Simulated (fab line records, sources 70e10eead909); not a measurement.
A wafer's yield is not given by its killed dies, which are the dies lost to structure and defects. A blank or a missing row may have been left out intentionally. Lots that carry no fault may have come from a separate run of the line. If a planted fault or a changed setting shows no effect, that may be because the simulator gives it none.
A lot that was struck, set against a sound lot    flow nandHarc    15 steps out of a route of 1302
Sound: the wafers L840.2, L840.3, L840.5. Struck: wafer L849.3 (left out: L849.2, a lot-mate that was not struck); the cause follows at the end.
Order at every step that has rows: each side's tool, ch and its chambers, its first start. Under that, the readings that differ: sound wafers    struck wafers    difference of the means    sigmas: that difference in standard deviations of wafers without a fault.
alike: readings with means less than 2 such deviations apart, plus words and numbers identical on both sides. not compared: withheld readings, readings lacking a value on some wafer, bounds such as >300 that could conceal the same value, and numbers that have no deviation in the record and whose values overlap.
The two part at a step that has a row with sigmas, a row that says differs or no value, or rows on one side only. Non-overlapping numbers with no deviation appear without sigmas and do not part them. Lack of a reading on every wafer of one side parts them only where that side has two or more wafers.

first, 7 steps without rows for these wafers: NHARC_A_SLIT_HMDS_02 (time 30 s); NHARC_A_SLIT_COAT_03 (resist thk 90 nm); NHARC_A_SLIT_SOFTBAKE_04 (time 55 s); NHARC_A_SLIT_EBR_05; NHARC_A_SLIT_EXPOSE_06 (exposes mask SLIT); NHARC_A_SLIT_PEB_07 (peb time 65 s); NHARC_A_SLIT_DEVELOP_08 (develop time 35 s).
NHARC_A_SLIT_CD_MEAS_09 targets a cd of 300 nm.
  sound on cdSem-01 ch 0, day 23 13:38; struck on cdSem-02 ch 0, day 27 14:46
  alike: cdNm
NHARC_A_SLIT_OVL_MEAS_10:
  sound: overlay-01 at day 23 13:43; struck: overlay-02 at day 27 14:52
reading          sound           struck  difference  sigmas
overlayXNm (nm)  -1.1 -1.3 -0.8  0.8     +1.9        +3
  alike: overlayYNm
NHARC_A_SLIT_INSPECT_11:
  sound: defectInspect-01 at day 23 13:46; struck: defectInspect-01 at day 27 14:53
  alike: rawDefectCount
NHARC_A_SLIT_DESCUM_14: chemistry O2, time 3 s.
  sound on rieDiel-03 ch 0,2,3, day 23 13:50; struck on rieDiel-06 ch 0, day 27 14:58
  alike: chamberPressureMTorr, drypumpMotorCurrentA, o2FlowSccm, oesProductAu, rfVppV, showerheadPlenumPTorr, throttleValvePct
  not compared: rfHoursCounterH
NHARC_A_SLIT_ETCH_24: etches the open film in CF4/CHF3, target depth 121 nm, time 60.5 s.
  sound on rieDiel-03 ch 0,1,2, day 23 13:55; struck on rieDiel-06 ch 2, day 27 15:02
reading              sound              struck  difference  sigmas
oesProductAu (a.u.)  0.926 0.928 0.927  0.972   +0.045      +3
  alike: chamberPressureMTorr, drypumpMotorCurrentA, rfVppV, showerheadPlenumPTorr, throttleValvePct
  not compared: rfHoursCounterH
NHARC_A_SLIT_ETCH_15: etches the open film in O2/COS, target depth 6200 nm, time 1612 s.
  sound on rieDiel-03 ch 1,3, day 23 13:59; struck on rieDiel-06 ch 3, day 27 15:08
reading              sound              struck  difference  sigmas
o2FlowSccm (sccm)    399.7 399.5 400.9  397.1   -2.9        -2
oesProductAu (a.u.)  1.002 1.002 1.004  0.822   -0.181      -25
  alike: chamberPressureMTorr, drypumpMotorCurrentA, rfVppV, showerheadPlenumPTorr, throttleValvePct
  not compared: rfHoursCounterH
NHARC_A_SLIT_ETCH_17: etches the open film in C4F8/O2/Ar, time 4254.5 s, target depth 20300 nm.
  sound on harEtch-02 ch 1, day 23 15:04; struck on harEtch-02 ch 0, day 27 18:02
reading               sound                 struck  difference  sigmas
throttleValvePct (%)  32.061 32.057 32.054  32.029  -0.028      -3
  alike: c4f8FlowSccm, chamberPressureMTorr, drypumpMotorCurrentA, heBacksideLeakSccm, o2FlowSccm, showerheadPlenumPTorr
  not compared: rfHoursCounterH
-- jump in the record: it breaks off in module A_SLIT and resumes in module END (first step shown: number 1302 of the route), and 5 days separate the struck wafers' starts before and after --
NHARC_END_SORT_01:
  sound on prober-01 ch 0, day 28 01:23; struck on prober-02 ch 0, day 32 22:33
reading        sound     struck  difference  sigmas
killedAtArray  58 54 49  675     +621        +30
killedDies     65 58 51  677     +619        +31
killedOpen     7 1 5     0       -4          -2
  alike: killedAtOther, killedAtPeriphery, killedShort

## WHERE THEY PART
At NHARC_A_SLIT_OVL_MEAS_10 first; at NHARC_END_SORT_01 last (within this record only).

WHY: the cause the simulator had injected
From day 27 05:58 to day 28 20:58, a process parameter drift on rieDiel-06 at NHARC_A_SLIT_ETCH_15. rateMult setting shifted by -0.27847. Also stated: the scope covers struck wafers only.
